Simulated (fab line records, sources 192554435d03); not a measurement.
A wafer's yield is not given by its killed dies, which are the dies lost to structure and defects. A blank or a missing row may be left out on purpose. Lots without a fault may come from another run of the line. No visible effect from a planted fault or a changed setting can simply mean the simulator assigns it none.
Split-lot experiment / flow n5 finfet / 21 wafers read across 7 lots, on a route 1938 steps long

== ON THE SPLIT ==
At N5_BEOL_M3_COAT_67 (time 60 s, resist thk 60 nm), the setting spin rpm was moved away from the recipe's 1500 rpm on 5 of the 21 wafers read, by -7.3% to +8.1%. This setting was run at the recipe's value on the other wafers.

The split's own step is where the reading is taken.

== THE READING ==
SOC_of_BEOL_M3_COAT_67.thk nm (the simulator's own value, which no gauge read), in nm, at N5_BEOL_M3_COAT_67 (time 60 s, resist thk 60 nm). No usual value for it is given in the file. The 16 wafers here that ran the recipe average 60.1 nm, standard deviation 0.12 nm.

wafer=L078.2; tool, chamber at the split=litho track-01, 0; spin rpm as run, rpm=1391; against the recipe=-7.3%; SOC_of_BEOL_M3_COAT_67.thk nm, nm=62; against lot-mates on the recipe=+2.2
wafer=L078.3; tool, chamber at the split=litho track-01, 0; spin rpm as run, rpm=1500; against the recipe=recipe; SOC_of_BEOL_M3_COAT_67.thk nm, nm=59.8; against lot-mates on the recipe=-
wafer=L078.4; tool, chamber at the split=litho track-01, 0; spin rpm as run, rpm=1391; against the recipe=-7.3%; SOC_of_BEOL_M3_COAT_67.thk nm, nm=62.2; against lot-mates on the recipe=+2.4
wafer=L083.4; tool, chamber at the split=litho track-01, 0; spin rpm as run, rpm=1500; against the recipe=recipe; SOC_of_BEOL_M3_COAT_67.thk nm, nm=60; against lot-mates on the recipe=-
wafer=L083.6; tool, chamber at the split=litho track-01, 0; spin rpm as run, rpm=1500; against the recipe=recipe; SOC_of_BEOL_M3_COAT_67.thk nm, nm=60; against lot-mates on the recipe=-
wafer=L083.5; tool, chamber at the split=litho track-01, 0; spin rpm as run, rpm=1500; against the recipe=recipe; SOC_of_BEOL_M3_COAT_67.thk nm, nm=60.2; against lot-mates on the recipe=-
wafer=L085.2; tool, chamber at the split=litho track-03, 0; spin rpm as run, rpm=1500; against the recipe=recipe; SOC_of_BEOL_M3_COAT_67.thk nm, nm=60.2; against lot-mates on the recipe=-
wafer=L085.3; tool, chamber at the split=litho track-03, 0; spin rpm as run, rpm=1500; against the recipe=recipe; SOC_of_BEOL_M3_COAT_67.thk nm, nm=60.2; against lot-mates on the recipe=-
wafer=L085.5; tool, chamber at the split=litho track-03, 0; spin rpm as run, rpm=1576; against the recipe=+5.1%; SOC_of_BEOL_M3_COAT_67.thk nm, nm=58.6; against lot-mates on the recipe=-1.6
wafer=L088.1; tool, chamber at the split=litho track-03, 0; spin rpm as run, rpm=1500; against the recipe=recipe; SOC_of_BEOL_M3_COAT_67.thk nm, nm=60; against lot-mates on the recipe=-
wafer=L088.2; tool, chamber at the split=litho track-03, 0; spin rpm as run, rpm=1500; against the recipe=recipe; SOC_of_BEOL_M3_COAT_67.thk nm, nm=60; against lot-mates on the recipe=-
wafer=L088.3; tool, chamber at the split=litho track-03, 0; spin rpm as run, rpm=1500; against the recipe=recipe; SOC_of_BEOL_M3_COAT_67.thk nm, nm=60.2; against lot-mates on the recipe=-
wafer=L089.4; tool, chamber at the split=litho track-03, 0; spin rpm as run, rpm=1500; against the recipe=recipe; SOC_of_BEOL_M3_COAT_67.thk nm, nm=60.2; against lot-mates on the recipe=-
wafer=L089.5; tool, chamber at the split=litho track-03, 0; spin rpm as run, rpm=1500; against the recipe=recipe; SOC_of_BEOL_M3_COAT_67.thk nm, nm=60.2; against lot-mates on the recipe=-
wafer=L089.6; tool, chamber at the split=litho track-03, 0; spin rpm as run, rpm=1500; against the recipe=recipe; SOC_of_BEOL_M3_COAT_67.thk nm, nm=60; against lot-mates on the recipe=-
wafer=L092.2; tool, chamber at the split=litho track-01, 0; spin rpm as run, rpm=1622; against the recipe=+8.1%; SOC_of_BEOL_M3_COAT_67.thk nm, nm=57.6; against lot-mates on the recipe=-2.4
wafer=L092.3; tool, chamber at the split=litho track-01, 0; spin rpm as run, rpm=1500; against the recipe=recipe; SOC_of_BEOL_M3_COAT_67.thk nm, nm=60; against lot-mates on the recipe=-
wafer=L092.6; tool, chamber at the split=litho track-01, 0; spin rpm as run, rpm=1622; against the recipe=+8.1%; SOC_of_BEOL_M3_COAT_67.thk nm, nm=57.8; against lot-mates on the recipe=-2.2
wafer=L095.2; tool, chamber at the split=litho track-03, 0; spin rpm as run, rpm=1500; against the recipe=recipe; SOC_of_BEOL_M3_COAT_67.thk nm, nm=60.2; against lot-mates on the recipe=-
wafer=L095.5; tool, chamber at the split=litho track-03, 0; spin rpm as run, rpm=1500; against the recipe=recipe; SOC_of_BEOL_M3_COAT_67.thk nm, nm=60.2; against lot-mates on the recipe=-
wafer=L095.3; tool, chamber at the split=litho track-03, 0; spin rpm as run, rpm=1500; against the recipe=recipe; SOC_of_BEOL_M3_COAT_67.thk nm, nm=60; against lot-mates on the recipe=-

THE FIT
A straight line over all 21 wafers: SOC_of_BEOL_M3_COAT_67.thk nm changes by -0.287 nm for each +1% of spin rpm; r = -0.99; the points scatter about the line by 0.12 nm.
The same after taking each lot's own level away (the mean of its wafers on the recipe; 21 wafers): -0.3 nm for each +1%; r = -1.00; scatter 0.11 nm.
That fit puts the effect of the largest move of spin rpm on the reading at 2.4 nm.
Measured against the standard deviation above, the lots' own levels, which go from 59.80 to 60.20 nm, span 3.3 times it.
The two slopes agree, so the slope changes little with the lot-to-lot level.
Check: -2.43 nm against its lot-mates is what the line predicts for one of the wafers moved furthest among these (+8.1%) when that wafer is left out of the fit. Against them it came out at -2.4 nm.

== FURTHER SPLITS ON THESE WAFERS ==
These wafers also went through other splits before the reading. Each is held against what the fit with the lots' levels taken away leaves over:
other split on the same wafers=N5_BEOL_M0_ETCH_109 bias w; wafers away from the commonest value=7; r with SOC_of_BEOL_M3_COAT_67.thk nm (lot level and that fit taken away)=-0.34
other split on the same wafers=N5_BEOL_M1_COAT_67 spin rpm; wafers away from the commonest value=7; r with SOC_of_BEOL_M3_COAT_67.thk nm (lot level and that fit taken away)=-0.20
other split on the same wafers=N5_BEOL_M1_COAT_76 spin rpm; wafers away from the commonest value=5; r with SOC_of_BEOL_M3_COAT_67.thk nm (lot level and that fit taken away)=+0.22
other split on the same wafers=N5_BEOL_M2_COAT_22 spin rpm; wafers away from the commonest value=8; r with SOC_of_BEOL_M3_COAT_67.thk nm (lot level and that fit taken away)=-0.17
other split on the same wafers=N5_BEOL_M2_EXPOSE_25 dose mj; wafers away from the commonest value=9; r with SOC_of_BEOL_M3_COAT_67.thk nm (lot level and that fit taken away)=+0.08
other split on the same wafers=N5_BEOL_M2_TRENCH_ETCH_37 bias w; wafers away from the commonest value=10; r with SOC_of_BEOL_M3_COAT_67.thk nm (lot level and that fit taken away)=+0.09

== FILE'S OWN FIT ==
SOC_of_BEOL_M3_COAT_67.thk nm changes by -0.301 nm for each +1% of spin rpm, r = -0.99.
